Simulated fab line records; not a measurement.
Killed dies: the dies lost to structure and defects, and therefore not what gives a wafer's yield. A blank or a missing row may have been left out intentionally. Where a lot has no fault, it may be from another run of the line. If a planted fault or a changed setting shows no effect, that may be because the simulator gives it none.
Which tool is to blame? -- flow nand-harc -- 11 lots, 31 wafers sampled, at 2 steps of a route of 1302

== WHAT THE GAUGES READ, wafer by wafer ==
NHARC_A_CHANNEL_HOLE_D2_CD_MEAS_18.
lot,measured,on,cd-nm (nm)
L739,day 14 00:41,cd-sem-03,99.9 100.0 96.1
L740,day 14 13:49,cd-sem-03,97.2 96.4 100.0
L741,day 14 15:38,cd-sem-02,97.4 99.3 99.8
L742,day 15 18:07,cd-sem-03,98.1 97.3 96.4
L745,day 16 10:29,cd-sem-03,96.3 97.4 95.9
L746,day 16 10:47,cd-sem-02,101.9 102.1 103.8
L752,day 19 07:22,cd-sem-01,100.8
L754,day 19 18:10,cd-sem-02,97.5 97.8 102.5
L757,day 20 17:25,cd-sem-03,100.0 97.1 99.7
L761,day 23 01:10,cd-sem-03,102.9 101.8 104.7
L760,day 23 01:34,cd-sem-03,103.6 102.8 99.0

== WHAT TOOL EACH LOT RAN ON (gives the tool, then ch and the chambers of the sampled wafers, and finally the start) ==
lot,NHARC_A_CHANNEL_HOLE_D2_DESCUM_15
L739,"rie-diel-03 ch 0,1,3, day 13 23:35"
L740,"rie-diel-03 ch 1,2,3, day 14 12:43"
L741,"rie-diel-02 ch 0,1, day 14 14:32"
L742,"rie-diel-11 ch 1,2, day 15 17:00"
L745,"rie-diel-03 ch 0,2, day 16 09:24"
L746,"rie-diel-02 ch 0,1, day 16 09:41"
L752,"rie-diel-02 ch 3, day 19 05:40"
L754,"rie-diel-11 ch 2,3, day 19 17:04"
L757,"rie-diel-03 ch 0,3, day 20 16:19"
L761,"rie-diel-02 ch 1,3, day 23 00:04"
L760,"rie-diel-11 ch 1,2,3, day 23 00:28"
- NHARC_A_CHANNEL_HOLE_D2_DESCUM_15: chemistry O2, time 3 s.

== THE ANSWER, worked out from the rows above alone ==
Rule: usual is defined by the lots themselves. Put in order of their means at a reading, lots are off if they are a third of the lots or fewer, leave a main group of 4 or more, and stand apart from it by a gap of 3 or more times the standard deviation of the main group's means; of several such gaps the widest counts. Not used: any main group whose means are identical at the precision the tables above print for the reading. Also off: a lot with no number at a reading for which 4 or more lots have one. Any other lot the step has rows for is counted as sound.
No lot is off on any of the readings shown, so nothing can be concluded from this.

== WHAT THE SIMULATOR HAD INSERTED ==
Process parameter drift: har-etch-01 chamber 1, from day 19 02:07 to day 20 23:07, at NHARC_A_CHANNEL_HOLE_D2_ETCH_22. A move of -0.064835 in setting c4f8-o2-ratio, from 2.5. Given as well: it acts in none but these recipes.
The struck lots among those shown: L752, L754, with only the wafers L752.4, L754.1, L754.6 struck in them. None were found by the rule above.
